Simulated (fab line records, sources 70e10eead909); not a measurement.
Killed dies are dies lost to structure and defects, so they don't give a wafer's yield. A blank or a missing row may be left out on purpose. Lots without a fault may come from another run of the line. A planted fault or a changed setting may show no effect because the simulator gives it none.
A struck lot beside a sound one | flow nand_harc | 15 steps out of a route of 1302
Sound: wafers L770.2, L770.3, L770.5. Struck: wafers L789.1, L789.4, L789.5. The cause comes at the end.
At each step with rows: each side's tool, then ch and its chambers, then its first start. Under that, the readings that differ: sound wafers | struck wafers | difference of the means | sigmas: that difference in standard deviations of wafers without a fault.
alike: readings whose means differ by less than 2 such deviations, and words and numbers that are the same on both sides. not compared: withheld readings, readings that some wafer has no value for, bounds like >300 that may hide the same value, and numbers for which the record gives no deviation and whose values overlap.
The two part at a step that has a row with sigmas, a row that says differs or no value, or rows on one side only. Numbers that don't overlap but have no deviation are shown without sigmas and don't part them. A reading that every wafer of one side lacks parts them only if that side has two wafers or more.

first, 1 step without rows for these wafers: NHARC_A_ONON_D1_DEP_06 (target thk 1000 nm).
NHARC_A_ONON_D1_THK_MEAS_08: measures by ellipsometry.
  sound on film_metro-02, day 8 04:46; struck on film_metro-02, day 15 20:24
  alike: thk_nm
then, 1 step without rows for these wafers: NHARC_A_ONON_D1_DEP_09 (target thk 1000 nm).
NHARC_A_ONON_D1_THK_MEAS_11: measures by ellipsometry.
  sound on film_metro-02, day 8 05:20; struck on film_metro-02, day 15 20:58
  alike: thk_nm
then, 1 step without rows for these wafers: NHARC_A_ONON_D1_DEP_12 (target thk 1000 nm).
NHARC_A_ONON_D1_THK_MEAS_14: measures by ellipsometry.
  sound on film_metro-01, day 8 05:53; struck on film_metro-02, day 15 21:32
  alike: thk_nm
then, 2 steps without rows for these wafers: NHARC_A_ONON_D1_ANNEAL_15 (time 3600 s); NHARC_A_ONON_D1_DEP_16 (target thk 1000 nm).
NHARC_A_ONON_D1_THK_MEAS_18: measures by ellipsometry.
  sound on film_metro-02, day 8 16:32; struck on film_metro-01, day 16 05:20
  alike: thk_nm
then, 1 step without rows for these wafers: NHARC_A_ONON_D1_DEP_19 (target thk 1000 nm).
NHARC_A_ONON_D1_THK_MEAS_21: measures by ellipsometry.
  sound on film_metro-02, day 8 17:07; struck on film_metro-02, day 16 05:55
  alike: thk_nm
NHARC_A_ONON_D1_DEP_22: target thk 1000 nm.
  sound on pecvd_onon-03 ch 0, day 8 17:13; struck on pecvd_onon-01 ch 0, day 16 05:58
  alike: susceptor_temp_C
NHARC_A_ONON_D1_THK_MEAS_24: measures by ellipsometry.
  sound on film_metro-01, day 8 17:41; struck on film_metro-02, day 16 06:28
  reading     | sound          | struck      | difference | sigmas
  thk_nm (nm) | 1004 1004 1003 | 677 677 677 | -327       | -33
then, 1 step without rows for these wafers: NHARC_A_ONON_D1_DEP_25 (target thk 1000 nm).
-- the record jumps here: 17 days lie between the struck wafers' starts before and after (it left off in module A_ONON_D1 and takes up again in module END, whose first step shown is number 1302 of the route) --
NHARC_END_SORT_01:
  the record has rows for the struck wafers here (prober-01 ch 0, day 33 09:08) and none for the sound ones

WHERE THEY PART
First at NHARC_A_ONON_D1_THK_MEAS_24; last, within this record, at NHARC_END_SORT_01.

WHY: what the simulator had put in
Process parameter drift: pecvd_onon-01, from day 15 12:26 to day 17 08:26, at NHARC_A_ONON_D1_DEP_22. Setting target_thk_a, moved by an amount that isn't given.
